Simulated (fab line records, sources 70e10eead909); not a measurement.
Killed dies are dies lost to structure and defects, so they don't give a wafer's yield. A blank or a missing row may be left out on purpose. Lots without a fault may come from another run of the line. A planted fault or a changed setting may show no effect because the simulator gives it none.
fab line records | flow nand_harc
record lots=6 wafers=18 last_day=33
route steps=1302 shown P_M2@324
lots that met no fault: from a run of the same line without faults
start_h: hours from the record's first day to the start of the lot's first wafer shown | wait_h: hours since the lot's step before | " the same as in the row above | L1.1+2: a row that stands for several wafers | - no value, or no start given | * or withheld: withheld | < > ~ a bound
route shown NAME@n: a module of which the file shows steps, and the number in the route of the first | usual: mean/standard deviation of fault-free wafers | same: alike in all rows | chamber/n: place in a boat | sites: the reading at each site | _std_site: their standard deviation | _edge_site: outer sites' mean less inner sites' | radius_mm: how far each site lies from the wafer's centre | mask NAME#n: copy n | behind: the tool/chamber that last shaped the wafer | hold: why the lot was held/for how many hours/how that ended | device: the transistor (n, p or np) that didn't switch | end of line: the same wafers' tests at the end of the route | a step without rows: its recipe alone | killed: dies lost to structure and defects at the first sort, not the wafer's yield | map: a wafer's dies, x killed, . not, _ none there
set.NAME: the setting as run; set.NAME@STEP: as run at that earlier step | model.NAME: the simulator's own value behind a step, which no gauge read
lots at some steps of the route; a table a step, a row a wafer
services: from which hour (start_h, from the record's first day; less than 0 if before it) a tool's chamber was out of use, for how many hours, and why
## steps
# step NHARC_P_M2_EBR_05
# step NHARC_P_M2_EXPOSE_06
# recipe na=1.35 target_cd_nm=170 dose_mj=80.78 mask_id=P_M2
# step NHARC_P_M2_PEB_07
# recipe peb_temp_c=100 peb_time_s=65
# step NHARC_P_M2_DEVELOP_08
# recipe develop_time_s=35 dev_temp_c=23
# step NHARC_P_M2_CD_MEAS_09
# recipe target_cd_nm=170 landing_energy_ev=500
# usual cd_nm=169.8/0.75
# columns lot.wafer tool chamber start_h wait_h cd_nm
L155.3 cd_sem-01 0 136.77 - 169.8
L155.4 " 0 " " 171.1
L155.6 " 0 " " 170.9
L164.2 cd_sem-02 0 235.02 - 170.7
L164.4 " 0 " " 169.5
L164.6 " 0 " " 169.1
L165.4 cd_sem-02 0 237.67 - 169.1
L165.5 " 0 " " 169.9
L165.6 " 0 " " 170.7
L166.3 cd_sem-03 0 248.19 - 170.1
L166.4 " 0 " " 170.1
L166.5 " 0 " " 169.2
L172.1 cd_sem-02 0 309.07 - 169.7
L172.2 " 0 " " 169.8
L172.3 " 0 " " 170.6
L176.1 cd_sem-03 0 355.76 - 169.7
L176.2 " 0 " " 169.4
L176.4 " 0 " " 168.4
# step NHARC_P_M2_OVL_MEAS_10
# recipe pitch_nm=340
# usual overlay_x_nm=0.0/0.83 overlay_y_nm=0.1/0.92
# columns lot.wafer tool chamber start_h wait_h overlay_x_nm overlay_y_nm
L155.3 overlay-01 - 136.85 - 0.4 -0.4
L155.4 " - " " 0.8 -0.3
L155.6 " - " " 0.6 0.2
L164.2 overlay-02 - 235.10 - 0.1 -1.2
L164.4 " - " " 0.1 -0.6
L164.6 " - " " -0.1 -1.0
L165.4 overlay-02 - 237.75 - -0.4 2.2
L165.5 " - " " -0.6 2.6
L165.6 " - " " -0.1 2.7
L166.3 overlay-01 - 248.27 - 0.7 -1.1
L166.4 " - " " 0.5 -1.2
L166.5 " - " " 0.7 -1.5
L172.1 overlay-02 - 309.16 - -1.3 -0.2
L172.2 " - " " -0.7 -0.2
L172.3 " - " " -0.8 -0.2
L176.1 overlay-01 - 355.85 - 0.2 1.6
L176.2 " - " " -0.4 1.3
L176.4 " - " " 0.1 1.6
# step NHARC_P_M2_INSPECT_11
# usual raw_defect_count=4.3/2.2
# columns lot.wafer tool chamber start_h wait_h raw_defect_count
L155.3 defect_inspect-01 - 136.89 0.0 1
L155.4 " - " " 9
L155.6 " - " " 2
L164.2 defect_inspect-02 - 235.14 0.0 5
L164.4 " - " " 4
L164.6 " - " " 4
L165.4 defect_inspect-02 - 237.79 0.0 3
L165.5 " - " " 7
L165.6 " - " " 6
L166.3 defect_inspect-02 - 248.31 0.0 4
L166.4 " - " " 1
L166.5 " - " " 4
L172.1 defect_inspect-02 - 309.20 0.0 9
L172.2 " - " " 8
L172.3 " - " " 4
L176.1 defect_inspect-02 - 355.89 0.0 5
L176.2 " - " " 6
L176.4 " - " " 4
# step NHARC_P_M2_DESCUM_14
# recipe time_s=3 o2_flow_sccm=200 ar_flow_sccm=0 bias_power_w=0 chemistry=O2
# usual drypump_motor_current_A=5.7/0.3 oes_product_au=0.999/0.012 rf_vpp_V=57.9/0.87 showerhead_plenum_p_Torr=1.92/0.071 throttle_valve_pct=11.311/0.0088
# columns lot.wafer tool chamber start_h wait_h drypump_motor_current_A oes_product_au rf_hours_counter_h rf_vpp_V showerhead_plenum_p_Torr throttle_valve_pct
L155.3 rie_diel-01 3 136.95 0.1 5.9 1.012 4.9 56.9 1.79 11.310
L155.4 " 0 " " 5.2 0.990 4.6 58.2 1.89 11.304
L155.6 " 0 " " 5.2 0.987 - 57.0 1.89 11.323
L164.2 rie_diel-11 2 235.21 0.1 5.8 0.982 8.1 58.1 1.91 11.303
L164.4 " 3 " " 5.3 1.007 7.1 58.9 2.03 11.307
L164.6 " 1 " " 6.0 1.000 - 58.9 1.89 11.330
L165.4 rie_diel-01 1 237.85 0.1 5.8 0.984 1.6 60.2 2.04 11.303
L165.5 " 1 " " 5.8 0.995 - 58.9 2.04 11.328
L165.6 " 2 " " 5.8 1.012 - 56.9 1.93 11.322
L166.3 rie_diel-11 1 248.37 0.1 6.0 1.002 8.6 58.6 1.89 11.298
L166.4 " 0 " " 6.0 0.990 7.8 57.9 1.85 11.300
L166.5 " 1 " " 6.0 0.990 - 57.7 1.89 11.314
L172.3 rie_diel-11 1 309.26 0.1 6.0 0.992 1.7 57.5 1.89 11.313
L172.2 " 3 " " 5.4 0.986 0.9 59.6 2.03 11.294
L172.1 " 0 " " 6.1 0.995 1.2 58.5 1.85 11.315
L176.2 rie_diel-01 0 355.95 0.1 5.2 1.018 6.9 58.1 1.88 11.311
L176.4 " 1 " " 5.8 1.008 6.4 57.1 2.04 11.294
L176.1 " 2 " " 5.7 1.004 6.4 57.1 1.93 11.342
# step NHARC_P_M2_ETCH_35
# recipe target_depth_a=400 overetch_a=120 time_s=43.94 ion_energy_ev=200 n2_flow_sccm=150 h2_flow_sccm=150 ar_flow_sccm=0 rf_w=400 bias_w=150 chemistry=N2/H2
# usual drypump_motor_current_A=5.7/0.31 oes_product_au=0.998/0.012 rf_vpp_V=430.9/2.4 showerhead_plenum_p_Torr=2.05/0.081 throttle_valve_pct=14.171/0.01
# columns lot.wafer tool chamber start_h wait_h drypump_motor_current_A oes_product_au rf_hours_counter_h rf_vpp_V showerhead_plenum_p_Torr throttle_valve_pct
L155.4 rie_diel-01 2 137.05 0.1 5.7 1.015 4.7 431.1 2.06 14.174
L155.3 " 3 " " 5.8 1.008 4.9 427.4 1.91 14.149
L155.6 " 1 " " 5.8 0.996 - 434.5 2.18 14.188
L164.2 rie_diel-11 3 235.29 0.1 5.3 1.000 7.1 435.6 2.17 14.164
L164.4 " 0 " " 6.1 0.998 6.9 427.2 1.98 14.166
L164.6 " 3 " " 5.4 0.993 - 434.1 2.17 14.159
L165.4 rie_diel-01 2 237.94 0.1 5.8 1.005 1.7 431.1 2.05 14.173
L165.5 " 0 " " 5.2 1.012 - 429.9 2.01 14.185
L165.6 " 1 " " 5.8 0.983 - 435.2 2.18 14.161
L166.3 rie_diel-11 0 248.45 0.1 6.1 0.995 7.8 429.4 1.98 14.186
L166.4 " 1 " " 6.1 0.979 8.6 428.9 2.02 14.183
L166.5 " 0 " " 6.1 0.988 - 429.8 1.98 14.180
L172.3 rie_diel-11 3 309.34 0.1 5.3 0.992 0.9 434.0 2.17 14.171
L172.1 " 0 " " 6.1 0.995 1.2 428.7 1.97 14.164
L172.2 " 2 " " 5.9 0.996 1.4 430.4 2.03 14.171
L176.4 rie_diel-01 1 356.03 0.1 5.8 0.993 6.4 435.0 2.18 14.185
L176.1 " 3 " " 5.8 1.007 6.4 426.4 1.90 14.168
L176.2 " 0 " " 5.2 1.009 6.9 428.6 2.01 14.168
# step NHARC_P_M2_ETCH_15
# recipe target_depth_a=1825 time_s=91.2 c4f8_flow_sccm=withheld ar_flow_sccm=400 rf_w=600 bias_w=300 chemistry=C4F8/Ar
# usual oes_product_au=0.936/0.024 rf_vpp_V=441.3/2.3
# columns lot.wafer tool chamber start_h wait_h oes_product_au rf_hours_counter_h rf_vpp_V
L155.4 rie_diel-01 0 - - 0.927 4.7 440.6
L155.3 " 1 " " 0.942 4.4 443.6
L155.6 " 3 " " 0.932 - 436.0
L164.2 rie_diel-11 1 - - 0.913 7.9 440.2
L164.4 " 2 " " 0.923 8.1 441.0
L164.6 " 1 " " 0.915 - 440.9
L165.4 rie_diel-01 3 - - 0.944 1.7 437.4
L165.5 " 0 " " 0.932 - 438.8
L165.6 " 1 " " 0.907 - 444.5
L166.4 rie_diel-11 3 - - 0.916 8.5 445.2
L166.3 " 1 " " 0.921 8.7 440.4
L166.5 " 3 " " 0.917 - 442.6
L172.1 rie_diel-11 3 - - 0.915 0.9 442.9
L172.2 " 0 " " 0.922 1.3 439.7
L172.3 " 1 " " 0.917 1.8 440.2
L176.2 rie_diel-01 1 - - 0.950 6.4 445.1
L176.4 " 3 " " 0.982 6.4 438.1
L176.1 " 0 " " 0.969 6.9 440.2
# step NHARC_P_M2_CD_MEAS_16
# usual cd_nm=169.5/0.97
# columns lot.wafer tool chamber start_h wait_h cd_nm
L155.3 cd_sem-03 - 137.26 - 169.8
L155.4 " - " " 171.0
L155.6 " - " " 171.7
L164.2 cd_sem-02 - 235.51 - 170.1
L164.4 " - " " 170.4
L164.6 " - " " 167.6
L165.4 cd_sem-03 - 238.16 - 168.4
L165.5 " - " " 169.0
L165.6 " - " " 169.7
L166.3 cd_sem-02 - 248.68 - 170.7
L166.4 " - " " 170.5
L166.5 " - " " 169.2
L172.1 cd_sem-03 - 309.56 - 171.2
L172.2 " - " " 169.2
L172.3 " - " " 170.3
L176.1 cd_sem-03 - 356.25 - 169.7
L176.2 " - " " 168.2
L176.4 " - " " 167.9
# step NHARC_P_M2_STRIP_18
# recipe power_w=1000 n2_flow_sccm=150 h2_flow_sccm=150 ar_flow_sccm=0 bias_w=0 chemistry=N2/H2
# usual drypump_motor_current_A=5.7/0.33 oes_product_au=0.998/0.013 rf_vpp_V=90.8/1.1 showerhead_plenum_p_Torr=2.06/0.079 throttle_valve_pct=14.171/0.0088
# columns lot.wafer tool chamber start_h wait_h drypump_motor_current_A oes_product_au rf_hours_counter_h rf_vpp_V showerhead_plenum_p_Torr throttle_valve_pct
L155.3 rie_diel-04 2 137.33 0.1 5.5 0.989 5.2 89.6 2.00 14.178
L155.6 " 2 " " 5.5 0.996 - 91.0 2.00 14.162
L155.4 " 3 " " 5.8 0.992 - 90.3 2.11 14.171
L164.4 rie_diel-11 0 235.61 0.1 6.1 1.001 7.0 90.8 1.98 14.161
L164.2 " 2 " " 5.8 0.989 8.2 88.7 2.04 14.174
L164.6 " 0 " " 6.1 1.002 - 89.9 1.98 14.184
L165.4 rie_diel-04 0 238.23 0.1 5.1 0.992 4.1 90.4 2.12 14.164
L165.5 " 0 " " 5.1 1.004 - 90.7 2.12 14.166
L165.6 " 1 " " 5.7 1.002 - 93.4 2.12 14.176
L166.4 rie_diel-11 2 248.77 0.1 5.8 0.981 9.5 90.4 2.04 14.154
L166.3 " 0 " " 6.1 0.983 7.9 89.8 1.98 14.168
L166.5 " 2 " " 5.8 0.989 - 90.9 2.04 14.154
L172.1 rie_diel-11 1 309.66 0.1 6.0 0.997 1.8 90.9 2.02 14.176
L172.3 " 2 " " 5.8 0.988 1.4 91.3 2.03 14.161
L172.2 " 3 " " 5.3 1.000 1.0 90.5 2.17 14.185
L176.1 rie_diel-11 1 356.35 0.1 6.1 0.974 5.8 90.0 2.02 14.156
L176.2 " 2 " " 5.8 0.989 4.2 89.2 2.03 14.176
L176.4 " 3 " " 5.3 0.970 3.8 91.7 2.16 14.172
# step NHARC_P_M2_ETCH_28
# recipe target_depth_a=300 over_etch_frac=0.3 time_s=72.99 ion_energy_ev=150 cf4_flow_sccm=50 n2_flow_sccm=100 ar_flow_sccm=150 rf_w=300 bias_w=100 chemistry=CF4/N2
# usual drypump_motor_current_A=5.7/0.33 oes_product_au=0.998/0.012 rf_vpp_V=314.5/1.8 showerhead_plenum_p_Torr=2.65/0.094 throttle_valve_pct=19.793/0.0086
# columns lot.wafer tool chamber start_h wait_h drypump_motor_current_A oes_product_au rf_hours_counter_h rf_vpp_V showerhead_plenum_p_Torr throttle_valve_pct
L155.3 rie_diel-04 3 137.64 - 5.8 0.995 5.1 316.5 2.71 19.788
L155.6 " 0 " " 5.1 1.030 - 315.0 2.73 19.784
L155.4 " 2 " " 5.5 0.991 - 312.9 2.58 19.775
L164.2 rie_diel-11 3 235.82 - 5.3 0.993 7.2 316.8 2.78 19.794
L164.4 " 2 " " 5.8 0.856 8.2 313.4 2.62 19.787
L164.6 " 3 " " 5.4 1.000 - 316.6 2.78 19.775
L165.4 rie_diel-04 1 238.49 - 5.7 1.014 3.5 316.1 2.72 19.787
L165.6 " 2 " " 5.5 1.015 - 312.8 2.58 19.801
L165.5 " 3 " " 5.8 1.011 - 315.1 2.71 19.792
L166.4 rie_diel-11 2 248.99 - 5.8 0.848 9.5 313.5 2.62 19.775
L166.3 " 1 " " 6.1 0.983 8.7 313.8 2.60 19.792
L166.5 " 2 " " 5.8 0.849 - 312.8 2.62 19.792
L172.2 rie_diel-11 3 309.88 - 5.3 0.986 1.0 317.2 2.78 19.786
L172.3 " 1 " " 6.1 0.987 1.8 313.0 2.60 19.797
L172.1 " 2 " " 5.9 0.977 1.5 314.4 2.62 19.800
L176.1 rie_diel-11 3 356.57 - 5.3 0.979 3.8 316.6 2.78 19.786
L176.2 " 1 " " 6.1 0.981 5.9 313.6 2.60 19.796
L176.4 " 2 " " 5.8 0.988 4.3 314.0 2.62 19.805
# step NHARC_P_M2_STRIP_19
# recipe time_s=600 temp_c=30 chemistry=post_etch_residue_remover
## services
# columns tool chamber start_h hours kind
rie_diel-11 3 120.62 1.8 repair
rie_diel-11 0 131.81 - clean
rie_diel-11 1 131.81 - clean
rie_diel-11 2 131.81 - clean
rie_diel-11 3 131.81 - clean
rie_diel-04 1 132.03 14.0 repair
rie_diel-11 0 156.31 - clean
rie_diel-11 1 156.31 - clean
rie_diel-11 2 156.31 - clean
rie_diel-11 3 156.31 - clean
rie_diel-04 - 177.90 9.0 pm
rie_diel-11 0 180.81 - clean
rie_diel-11 1 180.81 - clean
rie_diel-11 2 180.81 - clean
rie_diel-04 1 187.13 15.8 repair
rie_diel-04 2 202.81 8.5 repair
rie_diel-01 - 203.80 9.0 pm
rie_diel-04 1 203.94 5.0 repair
rie_diel-04 3 218.81 16.7 repair
rie_diel-01 3 241.25 8.4 repair
rie_diel-11 - 275.31 9.0 pm
rie_diel-11 2 325.45 2.1 repair
rie_diel-04 0 336.39 14.7 repair
rie_diel-04 - 354.90 9.0 pm
## key
first_sign step=NHARC_P_M2_ETCH_28 reading=oes_product_au direction=down sigmas=12 usual=0.998 struck=0.851
effect none on later readings
met_at NHARC_P_M2_ETCH_28
struck_wafers L164.4,L166.4,L166.5
sort_left_out L164.4,L166.4,L166.5
fault kind=process_parameter_drift tool=rie_diel-11 chamber=2 onset_h=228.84 steps=NHARC_P_M2_ETCH_28 channel=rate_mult offset=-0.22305 shape=step end_h=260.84
# sort_left_out: the simulated sort isn't trusted on such a fault, so these wafers' sort isn't shown, and their yield isn't known
